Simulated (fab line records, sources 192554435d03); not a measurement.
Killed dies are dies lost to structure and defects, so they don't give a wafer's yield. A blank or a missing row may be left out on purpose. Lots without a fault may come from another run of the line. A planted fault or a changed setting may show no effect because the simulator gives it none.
Split-lot experiment | flow n5_finfet | 7 lots, 21 wafers read, on a route of 1938 steps

THE SPLIT
At N5_BEOL_M13_PEB_26 (peb time 90 s), the setting peb_time_s was moved away from the recipe's 90 s on 8 of the 21 wafers read, by -18.8% to +14.3%. The other wafers ran this setting at the recipe's value.

FROM THE SPLIT TO THE READING: what the file shows between them, 2 steps
- N5_BEOL_M13_DEVELOP_27: develop time 45 s
- N5_BEOL_M13_HARDBAKE_32: time 120 s

THE READING
cd_nm, in nm, at N5_BEOL_M13_CD_MEAS_28 (target cd 209.5 nm). Fault-free wafers of this fab line usually give 210.1 nm, standard deviation 1.7 nm.

wafer  | tool, chamber at the split | peb_time_s as run, s | against the recipe | cd_nm, nm | against lot-mates on the recipe
L075.1 | litho_track-01, 0          | 102.9                | +14.3%             | 213.4     | +5.1
L075.3 | litho_track-01, 0          | 102.9                | +14.3%             | 214.8     | +6.5
L075.5 | litho_track-01, 0          | 90                   | recipe             | 208.3     | -
L082.1 | litho_track-01, 0          | 90                   | recipe             | 213.4     | -
L082.2 | litho_track-01, 0          | 90                   | recipe             | 213.4     | -
L082.6 | litho_track-01, 0          | 90                   | recipe             | 212.6     | -
L083.1 | litho_track-01, 0          | 90                   | recipe             | 210.1     | -
L083.3 | litho_track-01, 0          | 90                   | recipe             | 210.7     | -
L083.4 | litho_track-01, 0          | 90                   | recipe             | 209.6     | -
L087.1 | litho_track-05, 0          | 73.12                | -18.8%             | 204.0     | -8.2
L087.2 | litho_track-05, 0          | 73.12                | -18.8%             | 205.5     | -6.7
L087.4 | litho_track-05, 0          | 90                   | recipe             | 212.2     | -
L093.3 | litho_track-03, 0          | 90                   | recipe             | 208.9     | -
L093.5 | litho_track-03, 0          | 90                   | recipe             | 209.1     | -
L093.6 | litho_track-03, 0          | 82.68                | -8.1%              | 208.7     | -0.3
L095.2 | litho_track-01, 0          | 90                   | recipe             | 211.8     | -
L095.4 | litho_track-01, 0          | 79.49                | -11.7%             | 205.5     | -6.3
L095.6 | litho_track-01, 0          | 79.49                | -11.7%             | 207.5     | -4.3
L096.1 | litho_track-01, 0          | 75.29                | -16.3%             | 208.2     | -2.9
L096.3 | litho_track-01, 0          | 90                   | recipe             | 210.8     | -
L096.6 | litho_track-01, 0          | 90                   | recipe             | 211.4     | -

THE FIT
A straight line over all 21 wafers: cd_nm changes by +0.278 nm for each +1% of peb_time_s; r = +0.85; the points scatter about the line by 1.6 nm.
The same after taking each lot's own level away (the mean of its wafers on the recipe; 21 wafers): +0.366 nm for each +1%; r = +0.95; scatter 1.1 nm.
On that fit, the largest move of peb_time_s shifts the reading by 6.9 nm.
The lots' own levels span 208.30 to 213.13 nm, that is 2.8 times the standard deviation above.
So the lot-to-lot level changes the slope: the two fits differ.
Check: with one of the wafers moved furthest among these (-18.8%) left out of the fit, the line predicts -6.28 nm for it against its lot-mates. It came out at -8.2 nm against them.

OTHER SPLITS ON THESE WAFERS
These wafers also went through other splits before the reading. Each is held against what the fit with the lots' levels taken away leaves over:
other split on the same wafers | wafers away from the commonest value | r with cd_nm (lot level and that fit taken away)
N5_BEOL_M13_ILD_DEP_00 time_s  | 4                                    | +0.67

THE WHOLE CHAIN: every reading that the file lists as answering this split, in the file's order
step                   | what it does                                           | reading                                                         | change (the file's fit)               | r (the file's)
N5_BEOL_M13_CD_MEAS_28 | target cd 209.5 nm                                     | cd_nm                                                           | +0.326 nm for each +1% of the setting | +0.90
N5_BEOL_M13_DESCUM_33  | chemistry O2, time 7.9 s                               | BEOL_M13.cd_nm (the simulator's own value, which no gauge read) | +0.333 nm for each +1% of the setting | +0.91
N5_BEOL_M13_ETCH_67    | etches SiARC in CF4, target depth 143 nm, time 238.3 s | BEOL_M13.cd_nm (the simulator's own value, which no gauge read) | +0.338 nm for each +1% of the setting | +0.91

THE FILE'S OWN FIT
cd_nm changes by +0.326 nm for each +1% of peb_time_s, r = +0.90.
